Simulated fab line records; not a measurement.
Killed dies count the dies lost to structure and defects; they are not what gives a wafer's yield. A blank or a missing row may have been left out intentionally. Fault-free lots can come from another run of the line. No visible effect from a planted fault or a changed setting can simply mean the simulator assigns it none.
fab line records	flow nand-harc
[record] lots = 11	wafers = 31	last-day = 34
route steps=1302 shown P_GATE@143 P_CONTACT@235 END@1302
lots that met no fault: taken from a fault-free run of the same line
start-h: hours from the record's opening day to when the first of the lot's shown wafers began	wait-h: how many hours have passed since the lot's step before this one	" the same as in the row above	L1.1+2: a single row standing in for several wafers	- no value present, or no start provided	* or withheld: withheld	< > ~ a bound
route shown NAME@n: names a module that has steps shown in the file, with the first one's number in the route	usual: mean/standard deviation of fault-free wafers	same: alike in all rows	chamber/n: place in a boat	sites: each site's reading	_std_site: the values' standard deviation	_edge_site: mean of outer sites minus mean of inner sites	radius-mm: how far each site lies from the wafer's centre	mask NAME#n: copy n	behind: the most recent tool/chamber to have shaped the wafer	hold: why the lot was held/for how many hours/how that ended	device: the transistor (n, p or np) that didn't switch	end of line: at the end of the route, the tests of the same wafers	step lacking rows: just its recipe	killed: not the wafer's yield, but the dies lost to structure and defects at the first sort	map: per-die view of a wafer (x killed, . not killed, _ where there is no die)
set.NAME: setting as actually run; set.NAME@STEP: the setting as run at that earlier step	model.NAME: the simulator's own value behind a step, which no gauge read
route steps across a sampled set of lots; one table per step, one row per wafer
services: from which hour (start-h, from the record's first day; less than 0 if before it) a tool's chamber was out of use, for how many hours, and why
[[steps]]
[step NHARC_P_GATE_INSPECT_28]
[usual] raw-defect-count = 6.0/2.6
lot.wafer	tool	chamber	start-h	wait-h	raw-defect-count
L987.3	defect-inspect-01	-	101.80	0.0	5
L987.4	"	-	"	"	6
L987.6	"	-	"	"	8
L989.1	defect-inspect-02	-	112.32	0.0	8
L989.4	"	-	"	"	10
L989.6	"	-	"	"	8
L990.1	defect-inspect-01	-	128.45	0.0	5
L990.3	"	-	"	"	6
L990.5	"	-	"	"	6
L991.2	defect-inspect-01	-	142.71	0.0	6
L991.3	"	-	"	"	4
L991.4	"	-	"	"	4
L993.3	defect-inspect-01	-	157.91	0.0	7
L993.4	"	-	"	"	9
L993.5	"	-	"	"	3
L994.2	defect-inspect-02	-	173.95	0.0	3
L994.5	"	-	"	"	8
L994.6	"	-	"	"	9
L996.1	defect-inspect-02	-	187.95	0.0	2
L996.2	"	-	"	"	10
L996.6	"	-	"	"	7
L997.1	defect-inspect-01	-	193.92	0.0	2
L997.3	"	-	"	"	4
L997.6	"	-	"	"	1
L998.1	defect-inspect-02	-	208.45	0.0	1
L998.2	"	-	"	"	5
L998.5	"	-	"	"	7
L102.3	defect-inspect-01	-	245.94	0.0	6
L109.2	defect-inspect-01	-	321.90	0.0	4
L109.5	"	-	"	"	7
L109.6	"	-	"	"	7
[step NHARC_P_GATE_STRIP_101]
[recipe] time-s = 20	o2-flow-sccm = 500	ar-flow-sccm = 0	bias-w = 0	chemistry = O2
[usual] drypump-motor-current-A = 5.5/0.36	oes-product-au = 1.000/0.0069	rf-vpp-V = 57.8/0.91	showerhead-plenum-p-Torr = 3.54/0.14	throttle-valve-pct = 17.036/0.0093
lot.wafer	tool	chamber	start-h	wait-h	drypump-motor-current-A	oes-product-au	rf-hours-counter-h	rf-vpp-V	showerhead-plenum-p-Torr	throttle-valve-pct
L987.4	rie-diel-11	0	112.84	0.1	5.9	0.994	2	58.4	3.55	17.037
L987.3	"	2	"	"	5.9	1.008	2	57.2	3.40	17.044
L987.6	"	1	"	"	6.0	0.998	-	57.9	3.51	17.040
L989.4	rie-diel-03	1	123.24	0.1	6.0	1.008	0	58.2	3.40	17.039
L989.1	"	0	"	"	5.3	0.988	0	57.7	3.46	17.027
L989.6	"	1	"	"	6.0	1.001	-	57.7	3.40	17.029
L990.1	rie-diel-03	1	141.42	0.1	6.0	1.000	1	57.0	3.40	17.031
L990.3	"	1	"	"	6.0	1.000	-	58.0	3.40	17.022
L990.5	"	1	"	"	6.0	1.002	-	56.8	3.40	17.028
L991.2	rie-diel-01	1	153.57	0.1	5.4	0.995	7	58.7	3.72	17.033
L991.4	"	2	"	"	5.7	1.001	8	58.7	3.49	17.030
L991.3	"	0	"	"	4.9	1.005	7	58.5	3.74	17.028
L993.3	rie-diel-03	0	168.85	0.1	5.3	1.010	2	56.6	3.46	17.035
L993.4	"	2	"	"	5.3	1.002	3	56.3	3.32	17.037
L993.5	"	1	"	"	6.0	0.998	-	59.2	3.40	17.026
L994.2	rie-diel-01	2	184.90	0.1	5.7	0.995	10	57.4	3.48	17.036
L994.6	"	3	"	"	5.7	0.992	-	57.6	3.72	17.035
L994.5	"	0	"	"	4.9	0.995	-	58.8	3.74	17.038
L996.1	rie-diel-01	3	198.98	0.1	5.7	0.996	11	58.5	3.72	17.045
L996.2	"	0	"	"	4.9	0.988	9	57.8	3.74	17.019
L996.6	"	2	"	"	5.7	0.987	-	56.2	3.48	17.038
L997.1	rie-diel-03	2	204.82	0.1	5.3	0.997	6	57.5	3.32	17.027
L997.3	"	3	"	"	5.1	1.022	6	57.6	3.56	17.047
L997.6	"	3	"	"	5.1	1.004	-	59.5	3.56	17.050
L998.1	rie-diel-01	3	219.41	0.1	5.7	1.002	1	58.1	3.72	17.037
L998.2	"	2	"	"	5.7	0.996	1	58.0	3.48	17.043
L998.5	"	0	"	"	4.9	1.008	-	57.7	3.74	17.039
L102.3	rie-diel-01	2	257.07	0.1	5.6	1.001	2	59.1	3.48	17.011
L109.2	rie-diel-11	2	335.00	0.1	5.9	1.012	3	58.0	3.39	17.057
L109.6	"	0	"	"	5.9	1.001	-	57.0	3.55	17.036
L109.5	"	1	"	"	6.0	1.000	-	57.6	3.51	17.046
[step NHARC_P_GATE_DESCUM_61]
[recipe] time-s = 3	o2-flow-sccm = 200	ar-flow-sccm = 0	bias-power-w = 0	chemistry = O2
[usual] drypump-motor-current-A = 5.5/0.35	oes-product-au = 0.998/0.0083	rf-vpp-V = 57.7/0.86	showerhead-plenum-p-Torr = 1.92/0.084	throttle-valve-pct = 11.310/0.0088
lot.wafer	tool	chamber	start-h	wait-h	drypump-motor-current-A	oes-product-au	rf-hours-counter-h	rf-vpp-V	showerhead-plenum-p-Torr	throttle-valve-pct
L987.3	rie-diel-01	1	115.68	-	5.4	1.007	5.2	58.9	2.02	11.318
L987.4	"	3	"	"	5.7	0.996	6.2	58.2	2.03	11.334
L987.6	"	2	"	"	5.6	0.986	-	57.9	1.89	11.308
L989.1	rie-diel-01	0	125.95	-	4.9	0.995	6.6	58.4	2.04	11.297
L989.4	"	1	"	"	5.4	1.005	6.3	57.9	2.02	11.324
L989.6	"	0	"	"	4.9	0.997	-	59.1	2.04	11.305
L990.1	rie-diel-03	1	144.22	-	6.0	0.991	0.8	58.4	1.84	11.304
L990.3	"	3	"	"	5.1	1.011	-	58.8	1.93	11.298
L990.5	"	3	"	"	5.1	1.011	-	57.9	1.93	11.310
L991.3	rie-diel-11	2	157.02	-	5.9	1.001	3.9	56.2	1.84	11.302
L991.2	"	0	"	"	5.9	1.003	3.5	58.9	1.93	11.301
L991.4	"	1	"	"	6.0	0.996	3.5	59.0	1.91	11.324
L993.4	rie-diel-01	0	171.43	-	4.9	1.000	7.2	56.7	2.04	11.310
L993.3	"	3	"	"	5.7	1.000	9.2	59.5	2.03	11.314
L993.5	"	1	"	"	5.4	0.995	-	58.3	2.02	11.313
L994.2	rie-diel-03	2	187.75	-	5.3	1.008	4.9	57.4	1.79	11.322
L994.5	"	0	"	"	5.3	0.994	-	58.7	1.87	11.317
L994.6	"	1	"	"	6.0	0.997	-	56.6	1.84	11.330
L996.1	rie-diel-11	1	201.57	-	6.0	1.001	4.5	56.8	1.90	11.309
L996.2	"	2	"	"	5.9	0.996	5.2	56.6	1.84	11.317
L996.6	"	2	"	"	5.9	1.010	-	56.3	1.84	11.308
L997.1	rie-diel-03	1	207.55	-	6.0	1.008	5.2	57.5	1.84	11.304
L997.3	"	2	"	"	5.3	0.992	6.2	56.6	1.79	11.323
L997.6	"	2	"	"	5.3	0.998	-	57.4	1.79	11.305
L998.2	rie-diel-01	0	222.13	-	4.9	0.990	0.5	57.5	2.04	11.317
L998.1	"	1	"	"	5.3	0.995	0.5	58.8	2.02	11.309
L998.5	"	0	"	"	4.9	0.989	-	58.5	2.04	11.300
L102.3	rie-diel-01	3	259.93	-	5.8	0.987	2.7	57.1	2.03	11.304
L109.2	rie-diel-03	0	338.04	-	5.3	1.007	2.7	58.0	1.87	11.313
L109.5	"	3	"	"	5.1	1.001	-	57.4	1.93	11.301
L109.6	"	0	"	"	5.3	1.007	-	57.7	1.87	11.327
[step NHARC_P_GATE_RTA_64]
[recipe] temp-c = 1050	time-s = 1
[usual] anneal-temp-c-max = 1057.6/2.3	lamp-power-pct = 34.49/0.2	wafer_temp_C_max = 1053.7/0.79
lot.wafer	tool	chamber	start-h	wait-h	anneal-temp-c-max	lamp-power-pct	wafer_temp_C_max
L987.3	rtp-anneal-01	0	119.13	-	1059.7	34.36	1052.6
L987.4	"	0	"	"	1058.5	34.31	1054.1
L987.6	"	0	"	"	1061.5	34.32	1053.0
L989.1	rtp-anneal-02	0	129.29	-	1058.9	34.71	1053.6
L989.4	"	0	"	"	1054.4	34.72	1054.0
L989.6	"	0	"	"	1056.2	34.69	1054.4
L990.1	rtp-anneal-02	0	147.89	-	1056.3	34.77	1054.1
L990.3	"	0	"	"	1055.3	34.72	1054.6
L990.5	"	0	"	"	1055.7	34.70	1054.1
L991.2	rtp-anneal-01	0	160.29	-	1058.2	34.32	1053.3
L991.3	"	0	"	"	1060.4	34.27	1053.5
L991.4	"	0	"	"	1058.4	34.30	1052.7
L993.3	rtp-anneal-02	0	174.87	-	1057.8	34.70	1055.1
L993.4	"	0	"	"	1055.2	34.80	1053.4
L993.5	"	0	"	"	1055.6	34.73	1053.4
L994.2	rtp-anneal-02	0	191.13	-	1057.0	34.73	1054.2
L994.5	"	0	"	"	1057.2	34.77	1052.6
L994.6	"	0	"	"	1055.6	34.74	1054.0
L996.1	rtp-anneal-02	0	204.84	-	1055.8	34.71	1052.8
L996.2	"	0	"	"	1056.4	34.72	1053.3
L996.6	"	0	"	"	1054.4	34.65	1053.8
L997.1	rtp-anneal-01	0	210.90	-	1061.0	34.35	1054.3
L997.3	"	0	"	"	1059.1	34.30	1054.6
L997.6	"	0	"	"	1058.3	34.32	1053.0
L998.1	rtp-anneal-01	0	225.52	-	1058.6	34.35	1053.9
L998.2	"	0	"	"	1060.3	34.31	1053.9
L998.5	"	0	"	"	1066.9	34.33	1053.4
L102.3	rtp-anneal-01	0	263.61	-	1058.2	34.36	1054.1
L109.2	rtp-anneal-02	0	341.31	-	1054.3	34.72	1053.9
L109.5	"	0	"	"	1054.0	34.71	1055.1
L109.6	"	0	"	"	1055.1	34.71	1054.1
[step NHARC_P_GATE_INSPECT_68]
[usual] raw-defect-count = 201/68
lot.wafer	tool	chamber	start-h	wait-h	raw-defect-count
L987.3	defect-inspect-01	-	120.33	0.1	159
L987.4	"	-	"	"	248
L987.6	"	-	"	"	200
L989.1	defect-inspect-01	-	130.55	0.2	248
L989.4	"	-	"	"	235
L989.6	"	-	"	"	388
L990.1	defect-inspect-01	-	149.14	0.2	228
L990.3	"	-	"	"	89
L990.5	"	-	"	"	181
L991.2	defect-inspect-01	-	161.52	0.1	473
L991.3	"	-	"	"	222
L991.4	"	-	"	"	201
L993.3	defect-inspect-01	-	176.10	0.1	259
L993.4	"	-	"	"	125
L993.5	"	-	"	"	240
L994.2	defect-inspect-01	-	192.45	0.1	253
L994.5	"	-	"	"	197
L994.6	"	-	"	"	269
L996.1	defect-inspect-01	-	206.10	0.2	267
L996.2	"	-	"	"	188
L996.6	"	-	"	"	270
L997.1	defect-inspect-01	-	212.16	0.2	116
L997.3	"	-	"	"	133
L997.6	"	-	"	"	156
L998.1	defect-inspect-02	-	226.79	0.2	163
L998.2	"	-	"	"	180
L998.5	"	-	"	"	270
L102.3	defect-inspect-01	-	264.81	0.1	418
L109.2	defect-inspect-01	-	342.55	0.1	114
L109.5	"	-	"	"	124
L109.6	"	-	"	"	196
[step NHARC_P_CONTACT_DESCUM_17]
[recipe] time-s = 3	o2-flow-sccm = 200	ar-flow-sccm = 0	bias-power-w = 0	chemistry = O2
[usual] drypump-motor-current-A = 5.8/0.57	oes-product-au = 1.000/0.0083	rf-vpp-V = 57.8/0.93	showerhead-plenum-p-Torr = 1.88/0.058	throttle-valve-pct = 11.311/0.0096
lot.wafer	tool	chamber	start-h	wait-h	hold	drypump-motor-current-A	oes-product-au	rf-hours-counter-h	rf-vpp-V	showerhead-plenum-p-Torr	throttle-valve-pct
L987.4	rie-diel-06	3	122.14	0.1	-	6.6	1.009	4.1	57.3	1.96	11.313
L987.3	"	0	"	"	-	5.4	1.001	4.5	56.3	1.85	11.307
L987.6	"	3	"	"	-	6.6	1.003	-	58.9	1.96	11.312
L989.1	rie-diel-10	0	132.34	0.1	-	6.1	1.004	2.4	57.0	1.89	11.307
L989.4	"	2	"	"	-	6.1	1.001	2.2	56.9	1.82	11.341
L989.6	"	1	"	"	-	5.0	1.001	-	57.2	1.89	11.291
L990.3	rie-diel-06	3	150.95	0.1	-	6.6	0.999	0.2	56.9	1.96	11.316
L990.1	"	1	"	"	-	6.6	1.004	0.1	57.3	1.87	11.296
L990.5	"	3	"	"	-	6.6	0.999	-	59.6	1.96	11.311
L991.4	rie-diel-12	2	163.31	0.1	-	5.7	1.004	3.4	58.9	1.97	11.307
L991.2	"	0	"	"	-	6.5	1.012	3.6	56.7	1.86	11.304
L991.3	"	1	"	"	-	5.6	1.015	3.8	58.1	1.78	11.323
L993.3	rie-diel-10	3	177.80	0.1	-	5.1	0.990	3.1	59.0	1.96	11.327
L993.4	"	0	"	"	-	6.1	0.991	3.3	57.3	1.89	11.331
L993.5	"	3	"	"	-	5.1	0.992	-	57.6	1.96	11.313
L994.2	rie-diel-06	2	194.15	0.1	-	6.5	0.985	1.3	56.0	1.79	11.298
L994.5	"	3	"	"	-	6.6	0.990	-	57.3	1.96	11.313
L994.6	"	0	"	"	-	5.4	0.994	-	58.4	1.85	11.323
L996.1	rie-diel-10	0	207.90	0.1	-	6.1	0.989	4.1	58.4	1.89	11.308
L996.2	"	1	"	"	-	5.0	1.001	4.3	57.9	1.89	11.300
L996.6	"	0	"	"	-	6.1	0.987	-	56.6	1.89	11.316
L997.3	rie-diel-10	2	213.85	0.1	-	6.1	1.004	4.4	57.4	1.82	11.308
L997.1	"	3	"	"	-	5.1	0.999	4.3	59.1	1.96	11.309
L997.6	"	1	"	"	-	5.0	1.001	-	58.7	1.89	11.318
L998.2	rie-diel-10	0	228.64	0.1	-	6.1	1.000	5.0	57.6	1.89	11.306
L998.1	"	1	"	"	-	5.1	0.999	5.1	56.8	1.89	11.320
L998.5	"	2	"	"	-	6.1	0.997	-	55.9	1.82	11.311
L102.3	rie-diel-12	0	268.32	1.5	await-dispo/1.4h/release	6.4	1.004	7.5	56.9	1.86	11.316
L109.2	rie-diel-06	3	344.36	0.1	-	6.6	1.003	1.4	57.8	1.96	11.304
L109.5	"	0	"	"	-	5.4	1.006	-	58.2	1.85	11.311
L109.6	"	1	"	"	-	6.6	1.008	-	57.6	1.87	11.316
[step NHARC_END_SORT_01]
[recipe] temp-c = 25
[usual] killed-at-array = 53/21	killed-at-other = 1.0/1.3	killed-at-periphery = 3.8/2.4	killed-dies = 58/21	killed-open = 3.4/1.9	killed-short = 2.4/1.5
[same] gross-dies = 677
lot.wafer	tool	chamber	start-h	wait-h	killed-at-array	killed-at-other	killed-at-periphery	killed-dies	killed-open	killed-short
L102.3	prober-01	0	756.32	3.1	23	0	48	71	3	3
// killed by level:class
L102.3 P_GATE:unspecified=44 A_CHANNEL_HOLE_D1:chamber-film-flake=8 A_SLIT:chamber-film-flake=4 P_BONDPAD:chamber-film-flake=2 P_CONTACT:geometric-particle:short=1 P_M1:geometric-particle:open=1 A_SOURCE_PLATE:geometric-particle:short=1 A_SOURCE_PLATE:geometric-particle:open=1
[[services]]
tool	chamber	start-h	hours	kind
rie-diel-03	-	104.30	9.0	pm
rie-diel-06	-	130.20	9.0	pm
rie-diel-03	2	140.20	8.8	repair
rie-diel-03	0	140.22	7.3	repair
rie-diel-11	1	179.52	4.2	repair
rie-diel-11	3	189.08	8.6	repair
rie-diel-01	-	196.79	0.6	repair
rie-diel-11	3	202.24	6.2	repair
rie-diel-01	-	203.83	9.0	pm
rie-diel-10	0	237.16	19.2	repair
rie-diel-06	2	241.08	2.8	repair
rie-diel-10	-	242.50	9.0	pm
rie-diel-11	-	255.53	9.0	pm
rie-diel-10	-	256.45	1.3	repair
rie-diel-01	3	260.05	2.4	repair
rie-diel-01	0	271.69	7.7	repair
rie-diel-10	-	274.18	1.8	repair
rie-diel-03	-	281.30	9.0	pm
rie-diel-06	-	307.20	9.0	pm
rie-diel-01	-	321.52	0.3	repair
rie-diel-03	1	324.51	2.9	repair
rie-diel-11	3	330.17	27.5	repair
rie-diel-03	2	338.12	4.7	repair
rie-diel-10	0	344.38	7.0	repair
[[key]]
[first-sign] step = NHARC_P_GATE_INSPECT_68	reading = raw-defect-count	direction = up	sigmas = 3.2	usual = 201	struck = 418
[effect] step = NHARC_END_SORT_01	reading = killed-at-periphery	direction = up	sigmas = 18	usual = 3.8	struck = 48
[more-kills-born-at] NHARC_P_GATE_STRIP_101@rie-diel-01 = 44
met-at NHARC_P_GATE_STRIP_101
struck-lots L102
struck-wafers L102.3
tester-left-out L102
not-acting-at NHARC_P_GATE_INSPECT_28,NHARC_P_GATE_DESCUM_61,NHARC_P_GATE_RTA_64
onset-between 219.41 257.07
[fault] kind = chamber-particle-source	tool = rie-diel-01	chamber = 2	onset-h = 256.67	steps = NHARC_P_GATE_STRIP_101	rate-per-visit-cm2 = 0.4416	end-h = 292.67
// tester-left-out: of these lots the tester's yield and bins aren't shown, on N5 and GAA mostly nor the transistor test; their killed dies are dies lost to structure and defects alone, not to doping, threshold or leakage, so they don't give the yield
